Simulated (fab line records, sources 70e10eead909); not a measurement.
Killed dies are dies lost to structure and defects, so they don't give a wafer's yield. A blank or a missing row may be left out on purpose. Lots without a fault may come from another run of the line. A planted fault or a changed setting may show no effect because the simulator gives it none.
fab line records | flow nand_harc
record lots=14 wafers=42 last_day=34
route steps=1302 shown A_CHANNEL_HOLE_D2@571 A_CHANNEL_FILL_D2@619
lots that met no fault: from a run of the same line without faults
start_h: hours from the record's first day to the start of the lot's first wafer shown | wait_h: hours since the lot's step before | " the same as in the row above | L1.1+2: a row that stands for several wafers | - no value, or no start given | * or withheld: withheld | < > ~ a bound
route shown NAME@n: a module of which the file shows steps, and the number in the route of the first | usual: mean/standard deviation of fault-free wafers | same: alike in all rows | chamber/n: place in a boat | sites: the reading at each site | _std_site: their standard deviation | _edge_site: outer sites' mean less inner sites' | radius_mm: how far each site lies from the wafer's centre | mask NAME#n: copy n | behind: the tool/chamber that last shaped the wafer | hold: why the lot was held/for how many hours/how that ended | device: the transistor (n, p or np) that didn't switch | end of line: the same wafers' tests at the end of the route | a step without rows: its recipe alone | killed: dies lost to structure and defects at the first sort, not the wafer's yield | map: a wafer's dies, x killed, . not, _ none there
set.NAME: the setting as run; set.NAME@STEP: as run at that earlier step | model.NAME: the simulator's own value behind a step, which no gauge read
steps of the route over a sample of lots; a table a step, a row a wafer
services: from which hour (start_h, from the record's first day; less than 0 if before it) a tool's chamber was out of use, for how many hours, and why
## steps
# step NHARC_A_CHANNEL_HOLE_D2_DEP_01
# recipe target_thk_a=1400 target_thk_nm=140 temp_c=400 pressure_torr=3.5 flow_sccm=200 rf_w=350 material=SiON
# usual heater_power_w=746/130
# columns lot.wafer tool chamber start_h wait_h heater_power_w
L469.1 pecvd-03 0 296.82 1.6 434
L469.3 " 1 " " 806
L469.6 " 0 " " 431
L470.1 pecvd-02 0 316.30 1.6 842
L470.2 " 1 " " 682
L470.5 " 0 " " 839
L472.1 pecvd-03 1 319.54 1.6 845
L472.2 " 2 " " 725
L472.3 " 0 " " 418
L471.3 pecvd-03 2 319.74 1.0 670
L471.2 " 0 " " 427
L471.5 " 1 " " 890
L474.3 pecvd-01 0 345.20 1.0 751
L474.6 " 2 " " 822
L474.5 " 0 " " 760
L480.1 pecvd-02 2 405.59 1.7 731
L480.6 " 0 " " 853
L480.5 " 2 " " 751
L483.4 pecvd-01 2 435.24 0.7 750
L483.5 " 0 " " 679
L483.6 " 1 " " 876
L484.3 pecvd-03 2 435.67 1.0 772
L484.6 " 0 " " 509
L484.5 " 1 " " 800
L486.3 pecvd-01 2 457.26 1.0 798
L486.5 " 1 " " 832
L486.6 " 2 " " 785
L485.2 pecvd-03 2 458.55 1.3 810
L485.3 " 0 " " 417
L485.4 " 2 " " 667
L489.2 pecvd-03 0 491.99 1.3 472
L489.4 " 1 " " 820
L489.6 " 2 " " 749
L490.3 pecvd-02 1 501.22 1.0 664
L490.2 " 2 " " 748
L490.5 " 0 " " 986
L491.2 pecvd-03 0 515.31 1.3 502
L491.1 " 1 " " 772
L491.3 " 2 " " 716
L492.2 pecvd-02 0 529.82 1.3 980
L492.6 " 2 " " 786
L492.4 " 1 " " 637
# step NHARC_A_CHANNEL_HOLE_D2_ETCH_20
# recipe bias_v=3000 source_w=withheld pressure_mtorr=20 time_s=361.9 ar_flow_sccm=375 c4f8_flow_sccm=89.3 o2_flow_sccm=35.7 temp_c=-20 target_depth_a=16000 chemistry=C4F8/O2/Ar
# usual drypump_motor_current_A=5.3/0.44 showerhead_plenum_p_Torr=3.68/0.16 throttle_valve_pct=32.155/0.0089
# columns lot.wafer tool chamber start_h wait_h drypump_motor_current_A rf_hours_counter_h showerhead_plenum_p_Torr throttle_valve_pct
L469.1 har_etch-02 1 300.58 0.1 5.4 363 3.51 32.147
L469.3 " 1 " " 5.4 - 3.51 32.163
L469.6 " 0 " " 4.8 - 3.59 32.162
L470.2 har_etch-01 1 318.34 0.1 5.1 160 3.69 32.150
L470.1 " 0 " " 6.0 160 3.58 32.153
L470.5 " 1 " " 5.1 - 3.69 32.167
L472.1 har_etch-02 1 321.75 0.1 5.4 374 3.50 32.147
L472.2 " 0 " " 4.8 374 3.59 32.159
L472.3 " 0 " " 4.8 - 3.59 32.151
L471.2 har_etch-01 1 322.57 0.1 5.1 164 3.69 32.164
L471.3 " 0 " " 6.0 - 3.58 32.156
L471.5 " 1 " " 5.1 - 3.69 32.149
L474.3 har_etch-02 1 347.41 0.2 5.4 - 3.50 32.167
L474.6 " 0 " " 4.8 - 3.58 32.153
L474.5 " 1 " " 5.4 - 3.50 32.146
L480.1 har_etch-02 0 412.37 0.1 4.8 12 3.93 32.162
L480.6 " 0 " " 4.9 - 3.93 32.166
L480.5 " 1 " " 5.5 - 3.93 32.159
L483.4 har_etch-01 1 437.34 0.2 5.1 - 3.65 32.172
L483.6 " 1 " " 5.1 - 3.65 32.158
L483.5 " 0 " " 6.1 - 3.54 32.164
L484.3 har_etch-02 0 438.42 0.2 4.8 - 3.92 32.151
L484.6 " 0 " " 4.8 - 3.92 32.157
L484.5 " 1 " " 5.4 - 3.92 32.157
L486.3 har_etch-01 1 459.45 0.2 5.1 - 3.65 32.151
L486.5 " 0 " " 6.0 - 3.53 32.167
L486.6 " 1 " " 5.1 - 3.65 32.152
L485.2 har_etch-02 1 460.65 0.1 5.4 35 3.91 32.149
L485.3 " 0 " " 4.8 - 3.91 32.152
L485.4 " 1 " " 5.4 - 3.91 32.152
L489.2 har_etch-02 0 494.13 0.1 4.8 58 3.90 32.163
L489.4 " 1 " " 5.4 - 3.90 32.157
L489.6 " 1 " " 5.4 - 3.90 32.155
L490.2 har_etch-01 0 503.29 0.1 6.0 275 3.52 32.154
L490.3 " 1 " " 5.1 - 3.63 32.156
L490.5 " 0 " " 6.0 - 3.52 32.149
L491.1 har_etch-02 0 517.51 0.1 4.9 65 3.90 32.157
L491.2 " 1 " " 5.4 65 3.90 32.158
L491.3 " 1 " " 5.4 - 3.90 32.182
L492.2 har_etch-01 1 532.65 0.1 5.1 290 3.62 32.146
L492.4 " 1 " " 5.1 - 3.62 32.149
L492.6 " 1 " " 5.1 - 3.62 32.144
# step NHARC_A_CHANNEL_FILL_D2_ETCHBACK_19
# recipe target_depth_a=50 time_s=1.7 hbr_flow_sccm=150 cl2_flow_sccm=50 rf_w=400 icp_w=400 bias_w=100 chemistry=HBr/Cl2
# usual drypump_motor_current_A=5.8/0.58 oes_product_au=1.005/0.012 throttle_valve_pct=26.405/0.009
# columns lot.wafer tool chamber start_h wait_h drypump_motor_current_A oes_product_au rf_hours_counter_h throttle_valve_pct
L469.3 rie_si-06 0 332.61 0.4 4.9 1.010 0.45 26.405
L469.1 " 1 " " 5.4 0.996 0.38 26.388
L469.6 " 3 " " 5.1 0.989 - 26.413
L470.1 rie_si-06 0 347.77 0.4 4.8 1.015 0.53 26.397
L470.2 " 2 " " 5.6 1.039 0.60 26.412
L470.5 " 0 " " 4.9 1.013 - 26.408
L472.3 rie_si-01 3 351.59 0.4 5.2 1.018 1.04 26.405
L472.2 " 0 " " 6.6 0.989 0.82 26.416
L472.1 " 2 " " 6.1 1.014 1.00 26.401
L471.3 rie_si-02 0 351.62 0.4 5.7 0.978 0.45 26.384
L471.2 " 2 " " 6.0 0.990 0.39 26.402
L471.5 " 3 " " 6.2 1.001 - 26.414
L474.3 rie_si-02 1 377.09 0.4 5.5 0.996 0.47 26.407
L474.5 " 0 " " 5.7 0.988 - 26.402
L474.6 " 1 " " 5.4 1.008 - 26.416
L480.1 rie_si-01 0 439.71 0.4 6.6 0.997 0.27 26.412
L480.6 " 0 " " 6.7 1.003 - 26.415
L480.5 " 1 " " 6.6 0.698 - 26.390
L483.4 rie_si-01 1 466.94 0.4 6.5 1.012 0.45 26.416
L483.6 " 1 " " 6.6 1.005 - 26.402
L483.5 " 2 " " 6.1 0.704 - 26.410
L484.3 rie_si-06 0 466.95 0.4 4.8 1.006 0.12 26.399
L484.5 " 3 " " 5.2 1.000 - 26.407
L484.6 " 0 " " 4.9 1.004 - 26.403
L485.2 rie_si-06 3 489.28 0.4 5.2 0.992 0.30 26.392
L485.4 " 0 " " 4.9 0.994 0.29 26.396
L485.3 " 2 " " 5.6 1.020 0.34 26.394
L486.3 rie_si-02 3 489.29 0.4 6.2 1.020 0.25 26.401
L486.5 " 2 " " 6.0 0.996 - 26.401
L486.6 " 3 " " 6.2 1.010 - 26.412
L489.4 rie_si-02 0 527.15 0.4 5.7 0.991 0.42 26.409
L489.2 " 3 " " 6.2 1.011 0.49 26.398
L489.6 " 1 " " 5.5 0.999 - 26.385
L490.2 rie_si-01 0 533.23 0.4 6.6 1.001 0.90 26.403
L490.3 " 3 " " 5.3 1.013 0.87 26.393
L490.5 " 0 " " 6.6 1.001 - 26.414
L491.3 rie_si-06 1 547.59 0.4 5.4 0.986 0.59 26.389
L491.2 " 3 " " 5.2 0.989 0.64 26.405
L491.1 " 0 " " 4.8 0.999 0.66 26.397
L492.4 rie_si-06 3 562.47 0.4 5.2 1.007 0.70 26.407
L492.2 " 2 " " 5.6 1.020 0.77 26.398
L492.6 " 0 " " 4.9 1.007 - 26.406
# step NHARC_A_CHANNEL_FILL_D2_ETCHBACK_20
# recipe target_depth_a=270 time_s=13.5 c4f8_flow_sccm=withheld o2_flow_sccm=8 ar_flow_sccm=withheld rf_w=600 bias_w=1500 chemistry=C4F8/O2/Ar
# usual oes_product_au=0.991/0.027 rf_vpp_V=981/6.5
# columns lot.wafer tool chamber start_h wait_h oes_product_au rf_hours_counter_h rf_vpp_V
L469.1 rie_diel-12 0 332.72 - 0.953 2 971
L469.3 " 2 " " 0.962 3 979
L469.6 " 0 " " 0.950 - 971
L470.1 rie_diel-07 0 347.89 - 1.020 1 984
L470.2 " 3 " " 1.001 1 987
L470.5 " 1 " " 0.997 - 981
L472.2 rie_diel-12 1 351.72 - 0.970 2 984
L472.3 " 2 " " 0.952 3 983
L472.1 " 0 " " 0.930 3 969
L471.3 rie_diel-05 1 351.73 - 1.024 22 968
L471.2 " 3 " " 1.023 21 975
L471.5 " 1 " " 1.027 - 969
L474.3 rie_diel-12 3 377.24 - 0.911 4 980
L474.5 " 0 " " 0.919 - 972
L474.6 " 1 " " 0.970 - 984
L480.1 rie_diel-12 3 439.86 - 0.993 6 981
L480.6 " 0 " " 0.981 - 973
L480.5 " 1 " " 1.009 - 984
L484.3 rie_diel-12 1 467.08 - 1.001 1 983
L484.5 " 0 " " 0.984 - 972
L484.6 " 1 " " 1.004 - 986
L483.6 rie_diel-07 2 467.12 - 0.998 - 988
L483.4 " 3 " " 1.019 - 988
L483.5 " 1 " " 0.998 - 983
L485.3 rie_diel-12 2 489.40 - 1.008 1 981
L485.2 " 3 " " 1.005 1 980
L485.4 " 1 " " 0.992 1 985
L486.3 rie_diel-07 0 489.43 - 0.995 1 984
L486.6 " 1 " " 1.000 - 982
L486.5 " 2 " " 0.980 - 988
L489.2 rie_diel-12 0 527.28 - 0.990 3 971
L489.4 " 1 " " 1.007 2 986
L489.6 " 3 " " 1.005 - 980
L490.3 rie_diel-12 2 533.36 - 0.957 2 980
L490.2 " 0 " " 0.927 3 971
L490.5 " 2 " " 0.952 - 980
L491.3 rie_diel-07 3 547.71 - 1.021 2 987
L491.2 " 1 " " 1.004 2 981
L491.1 " 2 " " 0.974 2 988
L492.2 rie_diel-12 3 562.59 - 1.010 3 979
L492.4 " 1 " " 0.990 3 986
L492.6 " 0 " " 0.986 - 972
## services
# columns tool chamber start_h hours kind
rie_si-02 - 277.00 9.0 pm
rie_diel-12 1 289.48 20.6 repair
rie_diel-07 - 294.20 9.0 pm
rie_si-06 1 309.15 17.4 repair
pecvd-03 - 366.00 13.0 pm
rie_si-01 - 370.00 9.0 pm
rie_diel-07 - 374.61 1.8 repair
har_etch-02 - 380.61 17.0 pm
rie_si-02 1 382.18 15.1 repair
pecvd-03 - 383.98 0.8 repair
pecvd-02 0 392.88 8.4 repair
pecvd-02 - 408.14 13.0 pm
rie_si-06 - 426.00 9.0 pm
rie_si-02 2 435.59 5.0 repair
rie_diel-12 - 445.40 9.0 pm
rie_si-02 - 454.00 9.0 pm
rie_diel-07 0 464.01 7.4 repair
rie_si-06 1 470.13 9.6 repair
rie_diel-07 - 471.20 9.0 pm
rie_si-01 2 500.43 13.6 repair
rie_si-02 1 513.34 6.4 repair
rie_diel-12 - 520.04 0.2 repair
rie_si-01 1 522.09 9.0 repair
pecvd-03 - 547.00 13.0 pm
## key
first_sign step=NHARC_A_CHANNEL_FILL_D2_ETCHBACK_19 reading=oes_product_au direction=down sigmas=25 usual=1.005 struck=0.701
effect none on later readings
met_at NHARC_A_CHANNEL_FILL_D2_ETCHBACK_19
struck_lots L480,L483
struck_wafers L480.5,L483.5
later_rows_left_out L480.5,L483.5
sort_left_out L480.5,L483.5
tester_left_out L480,L483
not_acting_at NHARC_A_CHANNEL_HOLE_D2_DEP_01,NHARC_A_CHANNEL_HOLE_D2_ETCH_20,NHARC_A_CHANNEL_FILL_D2_ETCHBACK_20
onset_between 351.59 439.71
fault kind=process_parameter_drift tool=rie_si-01 chamber=- onset_h=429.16 steps=NHARC_A_CHANNEL_FILL_D2_ETCHBACK_19 channel=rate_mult offset=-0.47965 shape=step end_h=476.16 scope=struck_wafers_only
# tester_left_out: of these lots the tester's yield and bins aren't shown, on N5 and GAA mostly nor the transistor test; their killed dies are dies lost to structure and defects alone, not to doping, threshold or leakage, so they don't give the yield
# sort_left_out: the simulated sort isn't trusted on such a fault, so these wafers' sort isn't shown, and their yield isn't known
# later_rows_left_out: the simulator's readings of these wafers behind a module that went badly wrong aren't trusted and aren't shown, but for the sort
